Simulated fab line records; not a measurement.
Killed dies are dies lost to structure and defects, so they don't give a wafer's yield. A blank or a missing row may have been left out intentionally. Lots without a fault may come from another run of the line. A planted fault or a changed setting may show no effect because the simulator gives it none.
fab line records	flow n5_finfet
record lots=7	wafers=21
route steps=1938 shown SDB@347 HKMG_FIN@402
start_h: hours from the record's opening day to when the first of the lot's shown wafers began	wait_h: how many hours have passed since the lot's step before this one	" as in the row above	L1.1+2: one row covering several wafers at once	- either no value or no given start	* or withheld: withheld	< > ~ a bound
route shown NAME@n: names a module that has steps shown in the file, with the first one's number in the route	usual: average and standard deviation across the fault-free wafers	same: alike in all rows	chamber/n: place in a boat	sites: each site's reading	_std_site: the values' standard deviation	_edge_site: inner sites' mean taken away from outer sites' mean	radius_mm: for every site, how far away it sits from the centre of the wafer	mask NAME#n: copy n	behind: the last tool/chamber to shape the wafer	hold: the reason the lot was held/the length of the hold in hours/how it ended	device: the transistor (n, p or np) that didn't switch	end of line: tests run on the same wafers once the route is complete	where a step has no rows: the recipe by itself	killed: the dies lost at the first sort to structure and to defects; this is not the yield of the wafer	map: shows each die of a wafer: x if killed, . if not, _ if none is there
set.NAME: the setting as run; set.NAME@STEP: as run at that earlier step	model.NAME: the simulator's own value behind a step, which no gauge read
lots run with intentionally changed settings; tables by step, rows by wafer
## steps
# step N5_SDB_HM_DEP_00
# recipe material=SiNx	target_thk_a=400	temp_c=400	precursor=SiH4/NH3/N2	pressure_torr=1.5	rf_w=300	time_s=35.3
lot.wafer	tool	chamber	start_h	wait_h	set.time_s	model.SiNx_of_SDB_HM_DEP_00.thk_nm
L074.2	pecvd-01	1	67.87	0.0	35.3	38.4
L074.3+6	"	2,0	"	"	35.3	40
L076.1	pecvd-01	0	76.04	0.0	35.3	39.2
L076.3	"	1	"	"	40.48	45
L076.5	"	2	"	"	40.48	46.2
L077.1	pecvd-03	1	85.09	0.0	35.3	39.8
L077.3	"	2	"	"	30.58	34.8
L077.5	"	1	"	"	35.3	40.2
L087.3	pecvd-03	0	143.92	0.0	35.3	39.4
L087.4	"	1	"	"	35.3	40.2
L087.6	"	0	"	"	35.3	40
L089.2	pecvd-04	0	153.74	0.0	36.95	41.4
L089.4	"	0	"	"	35.3	40.2
L089.6	"	2	"	"	35.3	39.8
L090.2	pecvd-04	2	160.43	0.0	35.3	39.4
L090.4	"	0	"	"	31	35.6
L090.5	"	1	"	"	35.3	41.2
L091.1	pecvd-03	2	166.31	0.0	35.3	39.6
L091.2	"	0	"	"	33.81	37.4
L091.3	"	1	"	"	33.81	37.8
# step N5_SDB_COAT_03
# recipe resist=SOC	temp_c=250	time_s=60	spin_rpm=1500	resist_thk_nm=100
lot.wafer	tool	chamber	start_h	wait_h	set.spin_rpm	model.SOC_of_SDB_COAT_03.thk_nm
L074.2	litho_track-02	0	67.95	0.1	1589	96.4
L074.3	"	0	"	"	1500	99.8
L074.6	"	0	"	"	1500	99.4
L076.1	litho_track-01	0	76.12	0.1	1411	103.2
L076.3	"	0	"	"	1500	99.8
L076.5	"	0	"	"	1411	102.8
L077.1+5	litho_track-05	0	85.17	0.1	1368	104.2
L077.3	"	0	"	"	1500	99.8
L087.3	litho_track-01	0	144.00	0.1	1500	100
L087.4+6	"	0	"	"	1500	100.2
L089.2	litho_track-05	0	153.82	0.1	1364	105.2
L089.4	"	0	"	"	1364	105.4
L089.6	"	0	"	"	1500	100.6
L090.2	litho_track-05	0	160.52	0.1	1500	100
L090.4+5	"	0	"	"	1405	103.6
L091.1+3	litho_track-05	0	166.39	0.1	1387	104.2
L091.2	"	0	"	"	1500	100.2
# step N5_SDB_COAT_04
# recipe resist=SiARC	temp_c=220	time_s=60	spin_rpm=1500	resist_thk_nm=18
# step N5_SDB_COAT_05
# recipe resist=CAR-ArF	spin_rpm=1500	resist_thk_nm=90
# step N5_SDB_DESCUM_16
# recipe chemistry=O2	time_s=7.9	source_power_w=50	bias_power_w=20	pressure_mtorr=20	rf_frequency_hz=2.712e+07	temp_c=40	resist=CAR-ArF	o2_flow_sccm=225
# step N5_SDB_ETCH_17
# recipe chemistry=CF4	target=SiARC	target_depth_a=234	mask_material=CAR-ArF	time_s=39	ion_energy_ev=80	pressure_mtorr=40	source_w=545	bias_w=36	Ar_flow_sccm=100	cf4_flow_sccm=100	ends=cleared
# step N5_SDB_ETCH_18
# recipe chemistry=N2/H2	target=SOC	target_depth_a=1000	overetch_a=200	mask_material=SiARC	temp_c=40	time_s=150	ion_energy_ev=200	pressure_mtorr=30	source_w=840	bias_w=150	n2_flow_sccm=200	h2_flow_sccm=200
lot.wafer	tool	chamber	start_h	wait_h	set.spin_rpm@SDB_COAT_03	model.etch.depth_nm
L074.2	rie_diel-06	2	69.06	0.0	1589	96.41
L074.3	"	0	"	"	1500	99.77
L074.6	"	3	"	"	1500	99.3
L076.1	rie_diel-04	0	76.71	0.0	1411	103.2
L076.3	"	2	"	"	1500	99.78
L076.5	"	3	"	"	1411	102.8
L077.1+5	rie_diel-04	1,0	85.70	0.0	1368	104.2
L077.3	"	0	"	"	1500	99.84
L087.3	rie_diel-01	2	144.53	0.0	1500	100
L087.4	"	0	"	"	1500	100.2
L087.6	"	3	"	"	1500	100.1
L089.2+4	rie_diel-04	3,2	154.34	0.0	1364	105.3
L089.6	"	1	"	"	1500	100.5
L090.2	rie_diel-04	2	161.04	0.0	1500	100.1
L090.4+5	"	0,3	"	"	1405	103.7
L091.1	rie_diel-04	0	166.79	0.0	1387	104.2
L091.2	"	3	"	"	1500	100.1
L091.3	"	1	"	"	1387	104.3
# step N5_SDB_STRIP_19
# recipe chemistry=N2/H2	temp_c=40	n2_flow_sccm=200	h2_flow_sccm=200	rf_frequency_hz=6e+07
# step N5_SDB_STRIP_21
# recipe chemistry=CF4	resist=SiARC	power_w=300	bias_power_w=75	pressure_mtorr=50	cf4_flow_sccm=150	rf_frequency_hz=6e+07
# step N5_SDB_HM_OPEN_20
# recipe chemistry=CH3F/O2	target=SiNx	mask_material=SOC	target_depth_a=240	stop_on=poly-Si	over_etch_frac=0.4	ion_energy_ev=120	pressure_mtorr=30	source_w=395	bias_w=73	Ar_flow_sccm=150	CH3F_flow_sccm=30	O2_flow_sccm=20
lot.wafer	tool	chamber	start_h	wait_h	set.time_s@SDB_HM_DEP_00	set.spin_rpm@SDB_COAT_03	model.SOC_of_SDB_COAT_03.thk_nm	model.etch.depth_nm
L074.2	rie_diel-06	2	69.22	0.0	35.3	1589	79.8	22.39
L074.3	"	0	"	"	35.3	1500	84	24.05
L074.6	"	3	"	"	35.3	1500	83.2	23.96
L076.1	rie_diel-04	0	76.86	0.0	35.3	1411	86.4	23.24
L076.3	"	2	"	"	40.48	1500	83.4	28.93
L076.5	"	3	"	"	40.48	1411	86.8	30.17
L077.1	rie_diel-04	1	85.86	0.0	35.3	1368	88.2	23.72
L077.3	"	0	"	"	30.58	1500	83.2	18.89
L077.5	"	0	"	"	35.3	1368	87.8	24.28
L087.3	rie_diel-01	2	144.68	0.0	35.3	1500	84.6	23.38
L087.4	"	0	"	"	35.3	1500	83.8	24.26
L087.6	"	3	"	"	35.3	1500	84	23.98
L089.2	rie_diel-04	3	154.50	0.0	36.95	1364	89.4	25.41
L089.4	"	2	"	"	35.3	1364	89	24.22
L089.6	"	1	"	"	35.3	1500	84.8	23.75
L090.2	rie_diel-04	2	161.20	0.0	35.3	1500	83.6	23.37
L090.4	"	0	"	"	31	1405	87.2	19.52
L090.5	"	3	"	"	35.3	1405	87.8	25.1
L091.1	rie_diel-04	0	166.95	0.0	35.3	1387	87.6	23.55
L091.2	"	3	"	"	33.81	1500	84.4	21.35
L091.3	"	1	"	"	33.81	1387	88.6	21.82
# step N5_SDB_STRIP_22
# recipe chemistry=N2/H2	power_w=1000	temp_c=250	h2_frac=0.65	overash_fraction=0.3	pressure_mtorr=withheld	n2_flow_sccm=1750	h2_flow_sccm=3250
# usual strip_time_to_endpoint_s=96.1/0.43
lot.wafer	tool	chamber	start_h	wait_h	set.spin_rpm@SDB_COAT_03	strip_time_to_endpoint_s
L074.2	plasma_asher-01	1	69.53	0.3	1589	92.3
L074.3	"	0	"	"	1500	96.2
L074.6	"	1	"	"	1500	95.5
L076.1	plasma_asher-02	1	76.95	0.1	1411	98.5
L076.3	"	1	"	"	1500	95.5
L076.5	"	1	"	"	1411	98.8
L077.1	plasma_asher-01	1	85.94	0.1	1368	100.2
L077.3	"	0	"	"	1500	95.5
L077.5	"	0	"	"	1368	99.7
L087.3	plasma_asher-02	1	144.80	0.1	1500	96.8
L087.4	"	0	"	"	1500	96.0
L087.6	"	0	"	"	1500	96.2
L089.2	plasma_asher-02	1	154.76	0.2	1364	101.2
L089.4	"	1	"	"	1364	100.9
L089.6	"	1	"	"	1500	97.1
L090.2	plasma_asher-01	0	161.29	0.1	1500	95.9
L090.4	"	1	"	"	1405	99.1
L090.5	"	1	"	"	1405	99.8
L091.1	plasma_asher-02	1	167.03	0.1	1387	99.6
L091.2	"	0	"	"	1500	96.5
L091.3	"	0	"	"	1387	100.6
# step N5_SDB_PRECLEAN_23
# recipe chemistry=dHF	time_s=30	temp_c=25	dilution=withheld
lot.wafer	tool	chamber	start_h	wait_h	set.time_s@SDB_HM_DEP_00	model.SiNx_of_SDB_HM_DEP_00.thk_nm
L074.2	wet_bench-03	0	69.68	0.1	35.3	37.4
L074.3+6	"	2,3	"	"	35.3	39
L076.1	wet_bench-03	1	77.09	0.1	35.3	38.2
L076.3	"	0	"	"	40.48	44
L076.5	"	4	"	"	40.48	45.2
L077.1	wet_bench-04	5	86.09	0.1	35.3	38.8
L077.3	"	0	"	"	30.58	34
L077.5	"	6	"	"	35.3	39.4
L087.3	wet_bench-04	3	144.91	0.1	35.3	38.4
L087.4	"	0	"	"	35.3	39.2
L087.6	"	4	"	"	35.3	39
L089.2	wet_bench-03	0	154.91	0.1	36.95	40.4
L089.4	"	1	"	"	35.3	39.2
L089.6	"	7	"	"	35.3	38.8
L090.2	wet_bench-03	7	161.44	0.1	35.3	38.4
L090.4	"	1	"	"	31	34.6
L090.5	"	4	"	"	35.3	40.2
L091.1	wet_bench-04	1	167.18	0.1	35.3	38.6
L091.2	"	7	"	"	33.81	36.4
L091.3	"	5	"	"	33.81	36.8
# step N5_SDB_DUMMY_REMOVE_24
# recipe chemistry=TMAH	temp_c=70	target=poly-Si	stop_on=SiO2	target_depth_nm=142	conc_wt_pct=5	time_s=57	dry=ipa_marangoni	rinse_time_s=30	rinse_temp_c=23
# step N5_SDB_ETCH_25
# recipe chemistry=C4F6/O2	target=SiO2	target_depth_a=100	time_s=3.3	ion_energy_ev=250	mask_material=SiNx	pressure_mtorr=30	source_w=345	bias_w=185	Ar_flow_sccm=300	C4F6_flow_sccm=10	O2_flow_sccm=10
# step N5_SDB_CUT_ETCH_26
# recipe chemistry=HBr/Cl2/O2	target=Si	target_depth_a=1296	bt_time_s=20	mask_material=SiNx	time_s=51.8	ion_energy_ev=*	bias_w=*	pressure_mtorr=10	icp_w=800	HBr_flow_sccm=150	Cl2_flow_sccm=80	O2_flow_sccm=12
lot.wafer	tool	chamber	start_h	wait_h	set.time_s@SDB_HM_DEP_00	model.SiNx_of_SDB_HM_DEP_00.thk_nm
L074.2	rie_si-03	1	69.90	0.1	35.3	20.8
L074.3	"	3	"	"	35.3	21.6
L074.6	"	0	"	"	35.3	22.6
L076.1	rie_si-04	1	77.25	0.1	35.3	21.4
L076.3	"	2	"	"	40.48	26.8
L076.5	"	1	"	"	40.48	28.4
L077.1	rie_si-04	2	86.24	0.1	35.3	21.4
L077.3	"	3	"	"	30.58	16.6
L077.5	"	2	"	"	35.3	22.2
L087.3	rie_si-03	2	145.07	0.1	35.3	22
L087.4	"	1	"	"	35.3	22.6
L087.6	"	3	"	"	35.3	21.8
L089.2	rie_si-03	3	155.59	0.1	36.95	23.2
L089.4	"	2	"	"	35.3	22.8
L089.6	"	0	"	"	35.3	22.4
L090.2	rie_si-03	1	161.60	0.1	35.3	21.6
L090.4	"	0	"	"	31	18.2
L090.5	"	3	"	"	35.3	23
L091.1	rie_si-03	3	167.33	0.1	35.3	21.4
L091.2	"	1	"	"	33.81	19.8
L091.3	"	0	"	"	33.81	20.6
# step N5_SDB_PRECLEAN_38
# recipe chemistry=dHF	time_s=10	dilution=750:1	temp_c=25
lot.wafer	tool	chamber	start_h	wait_h	set.time_s@SDB_HM_DEP_00	model.SiNx_of_SDB_HM_DEP_00.thk_nm
L074.2	wet_bench-03	4	70.02	0.1	35.3	20.6
L074.3	"	3	"	"	35.3	21.6
L074.6	"	0	"	"	35.3	22.6
L076.1	wet_bench-03	5	77.37	0.1	35.3	21.4
L076.3	"	0	"	"	40.48	26.6
L076.5	"	1	"	"	40.48	28.4
L077.1	wet_bench-04	0	86.37	0.1	35.3	21.4
L077.3	"	4	"	"	30.58	16.6
L077.5	"	6	"	"	35.3	22.2
L087.3	wet_bench-03	0	145.18	0.1	35.3	22
L087.4	"	5	"	"	35.3	22.6
L087.6	"	3	"	"	35.3	21.6
L089.2	wet_bench-03	5	155.70	0.1	36.95	23.2
L089.4	"	3	"	"	35.3	22.8
L089.6	"	2	"	"	35.3	22.4
L090.2	wet_bench-04	7	161.72	0.1	35.3	21.4
L090.4	"	2	"	"	31	18.2
L090.5	"	4	"	"	35.3	22.8
L091.1	wet_bench-03	5	167.45	0.1	35.3	21.4
L091.2	"	7	"	"	33.81	19.6
L091.3	"	2	"	"	33.81	20.4
# step N5_HKMG_FIN_ETCH_54
# recipe chemistry=CF4	target=SiARC	target_depth_a=455	mask_material=CAR-ArF	time_s=75.8	ion_energy_ev=80	pressure_mtorr=40	source_w=545	bias_w=36	Ar_flow_sccm=100	cf4_flow_sccm=100	ends=cleared
# usual etch_rf_on_time_s=75.7/2.9	rf_vpp_V=184.3/0.96
lot.wafer	tool	chamber	start_h	wait_h	set.source_w	etch_rf_on_time_s	rf_vpp_V
L074.2	rie_diel-06	2	75.06	0.0	589.6	66.7	180.4
L074.3	"	0	"	"	545	80.0	184.0
L074.6	"	2	"	"	589.6	66.7	179.9
L076.1	rie_diel-01	1	82.24	0.0	466.3	87.3	196.6
L076.3	"	3	"	"	466.3	86.6	195.4
L076.5	"	0	"	"	545	71.7	185.4
L077.1	rie_diel-04	1	91.15	0.0	545	76.5	182.8
L077.3	"	3	"	"	616.1	68.0	176.6
L077.5	"	1	"	"	545	76.7	183.9
L087.3	rie_diel-06	3	150.46	0.0	545	75.2	184.4
L087.4	"	1	"	"	545	72.9	184.0
L087.6	"	1	"	"	545	73.2	184.0
L089.2	rie_diel-01	0	160.59	0.0	621.5	64.0	175.6
L089.4	"	2	"	"	621.5	71.0	176.2
L089.6	"	3	"	"	545	78.3	184.0
L090.2	rie_diel-01	2	166.95	0.0	473.1	90.5	189.9
L090.4	"	1	"	"	473.1	88.2	193.7
L090.5	"	0	"	"	473.1	82.6	192.0
L091.1	rie_diel-06	2	172.23	0.0	594.4	66.1	178.7
L091.2	"	1	"	"	594.4	68.2	180.1
L091.3	"	0	"	"	594.4	73.9	178.0
# step N5_HKMG_FIN_CVD_62
# recipe material=a-Si	target_thk_a=30	temp_c=500	precursor=Si2H6	pressure_torr=1	time_s=20.8
lot.wafer	tool	chamber	start_h	wait_h	set.temp_c	model.a-Si_of_HKMG_FIN_CVD_62.thk_nm
L074.2+6	thermal_cvd_si-02	1	76.76	0.2	500	3
L074.3	"	2	"	"	500	3.2
L076.1	thermal_cvd_si-02	2	83.93	0.2	500	3
L076.3	"	0	"	"	485	1.8
L076.5	"	2	"	"	485	2.2
L077.1	thermal_cvd_si-01	0	92.93	0.2	500	3.2
L077.3	"	1	"	"	500	3
L077.5	"	0	"	"	491.8	2.6
L087.3+4	thermal_cvd_si-02	1,0	152.15	0.2	500	3
L087.6	"	2	"	"	500	3.2
L089.2+6	thermal_cvd_si-01	0,1	162.28	0.2	500	3
L089.4	"	0	"	"	482.3	1.8
L090.2	thermal_cvd_si-02	2	168.66	0.2	500	3.2
L090.4	"	0	"	"	500	3
L090.5	"	2	"	"	481.1	1.6
L091.1+3	thermal_cvd_si-01	2,0	173.93	0.2	492.4	2.4
L091.2	"	1	"	"	500	3
# step N5_HKMG_FIN_COAT_06
# recipe resist=CAR-ArF	spin_rpm=1500	resist_thk_nm=90
lot.wafer	tool	chamber	start_h	wait_h	set.spin_rpm	model.CAR-ArF_of_HKMG_FIN_COAT_06.thk_nm
L074.2	litho_track-02	0	-	-	1390	93
L074.3	"	0	"	"	1390	93.6
L074.6	"	0	"	"	1500	90
L076.1	litho_track-04	0	-	-	1500	90
L076.3	"	0	"	"	1500	90.2
L076.5	"	0	"	"	1500	90.4
L077.1+5	litho_track-02	0	-	-	1500	90
L077.3	"	0	"	"	1500	90.2
L087.3+6	litho_track-02	0	-	-	1500	89.8
L087.4	"	0	"	"	1500	90
L089.2	litho_track-02	0	-	-	1448	91.4
L089.4+6	"	0	"	"	1500	90
L090.2	litho_track-04	0	-	-	1500	90.4
L090.4	"	0	"	"	1500	90
L090.5	"	0	"	"	1500	90.6
L091.1+2	litho_track-04	0	-	-	1500	90
L091.3	"	0	"	"	1500	90.2
# step N5_HKMG_FIN_EBR_08
# recipe solvent=PGMEA	ebr_width_mm=1.5
# step N5_HKMG_FIN_SOFTBAKE_07
# recipe temp_c=110	time_s=60	resist=CAR-ArF
# step N5_HKMG_FIN_EXPOSE_09
# recipe mask_id=NWFM	na=1.35	source_shape=conventional	sigma_outer=0.8	polarization=unpolarized	dose_mj=39.25
# step N5_HKMG_FIN_PEB_10
# recipe peb_temp_c=withheld	peb_time_s=60	resist=CAR-ArF
# step N5_HKMG_FIN_DEVELOP_11
# recipe develop_time_s=30	developer=TMAH	resist=CAR-ArF	dev_temp_c=23	rinse_liquid=diw	dry=air_spin
lot.wafer	tool	chamber	start_h	wait_h	set.spin_rpm@HKMG_FIN_COAT_06	model.CAR-ArF_of_HKMG_FIN_COAT_06.thk_nm
L074.2	litho_track-03	0	-	-	1390	91.4
L074.3	"	0	"	"	1390	91.8
L074.6	"	0	"	"	1500	88.2
L076.1	litho_track-04	0	-	-	1500	88.2
L076.3+5	"	0	"	"	1500	88.6
L077.1+3+5	litho_track-02	0	-	-	1500	88.4
L087.3+6	litho_track-02	0	-	-	1500	88
L087.4	"	0	"	"	1500	88.4
L089.2	litho_track-04	0	-	-	1448	89.8
L089.4+6	"	0	"	"	1500	88.2
L090.2+5	litho_track-04	0	-	-	1500	88.8
L090.4	"	0	"	"	1500	88.4
L091.1+2+3	litho_track-04	0	-	-	1500	88.4
# step N5_HKMG_FIN_DESCUM_17
# recipe chemistry=O2	time_s=7.9	source_power_w=50	bias_power_w=20	pressure_mtorr=20	rf_frequency_hz=2.712e+07	temp_c=40	resist=CAR-ArF	o2_flow_sccm=225
# step N5_HKMG_FIN_ETCH_31
# recipe chemistry=CF4	target=SiARC	target_depth_a=455	mask_material=CAR-ArF	time_s=75.8	ion_energy_ev=80	pressure_mtorr=40	source_w=545	bias_w=36	Ar_flow_sccm=100	cf4_flow_sccm=100	ends=cleared
lot.wafer	tool	chamber	start_h	wait_h	set.spin_rpm@HKMG_FIN_COAT_06	model.CAR-ArF_of_HKMG_FIN_COAT_06.thk_nm
L074.2	rie_diel-04	2	78.38	0.0	1390	54
L074.3	"	3	"	"	1390	54.6
L074.6	"	3	"	"	1500	51
L076.1	rie_diel-06	2	85.82	0.0	1500	50.8
L076.3+5	"	1,3	"	"	1500	51.2
L077.1+3	rie_diel-06	0,3	94.49	0.0	1500	51.2
L077.5	"	2	"	"	1500	51
L087.3	rie_diel-06	1	153.84	0.0	1500	50.6
L087.4	"	3	"	"	1500	51
L087.6	"	0	"	"	1500	50.8
L089.2	rie_diel-01	0	163.83	0.0	1448	52.2
L089.4	"	3	"	"	1500	50.8
L089.6	"	0	"	"	1500	50.6
L090.2+5	rie_diel-04	1,3	170.21	0.0	1500	51.2
L090.4	"	3	"	"	1500	50.8
L091.1	rie_diel-06	2	175.61	0.0	1500	50.6
L091.2	"	0	"	"	1500	51
L091.3	"	3	"	"	1500	50.8
## key
split step=N5_SDB_HM_DEP_00	setting=time_s	stated=35.3	by=wafer
response step=N5_SDB_HM_DEP_00	reading=model.SiNx_of_SDB_HM_DEP_00.thk_nm	change=+0.405	per=1%	r=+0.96
response step=N5_SDB_HM_OPEN_20	reading=model.etch.depth_nm	change=+0.401	per=1%	r=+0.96
response step=N5_SDB_PRECLEAN_23	reading=model.SiNx_of_SDB_HM_DEP_00.thk_nm	change=+0.403	per=1%	r=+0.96
response step=N5_SDB_CUT_ETCH_26	reading=model.SiNx_of_SDB_HM_DEP_00.thk_nm	change=+0.375	per=1%	r=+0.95
response step=N5_SDB_PRECLEAN_38	reading=model.SiNx_of_SDB_HM_DEP_00.thk_nm	change=+0.37	per=1%	r=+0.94
split step=N5_SDB_COAT_03	setting=spin_rpm	stated=1500	by=wafer
response step=N5_SDB_COAT_03	reading=model.SOC_of_SDB_COAT_03.thk_nm	change=-0.527	per=1%	r=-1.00
response step=N5_SDB_ETCH_18	reading=model.etch.depth_nm	change=-0.53	per=1%	r=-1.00
response step=N5_SDB_HM_OPEN_20	reading=model.SOC_of_SDB_COAT_03.thk_nm	change=-0.539	per=1%	r=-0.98
response step=N5_SDB_STRIP_22	reading=strip_time_to_endpoint_s	change=*	per=1%	r=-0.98
split step=N5_HKMG_FIN_ETCH_54	setting=source_w	stated=545	by=wafer
response step=N5_HKMG_FIN_ETCH_54	reading=etch_rf_on_time_s	change=*	per=1%	r=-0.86
response step=N5_HKMG_FIN_ETCH_54	reading=rf_vpp_V	change=-0.602	per=1%	r=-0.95
split step=N5_HKMG_FIN_CVD_62	setting=temp_c	stated=500	by=wafer
response step=N5_HKMG_FIN_CVD_62	reading=model.a-Si_of_HKMG_FIN_CVD_62.thk_nm	change=+0.359	per=1%	r=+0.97
split step=N5_HKMG_FIN_COAT_06	setting=spin_rpm	stated=1500	by=wafer
response step=N5_HKMG_FIN_COAT_06	reading=model.CAR-ArF_of_HKMG_FIN_COAT_06.thk_nm	change=-0.442	per=1%	r=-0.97
response step=N5_HKMG_FIN_DEVELOP_11	reading=model.CAR-ArF_of_HKMG_FIN_COAT_06.thk_nm	change=-0.463	per=1%	r=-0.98
response step=N5_HKMG_FIN_ETCH_31	reading=model.CAR-ArF_of_HKMG_FIN_COAT_06.thk_nm	change=-0.447	per=1%	r=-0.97
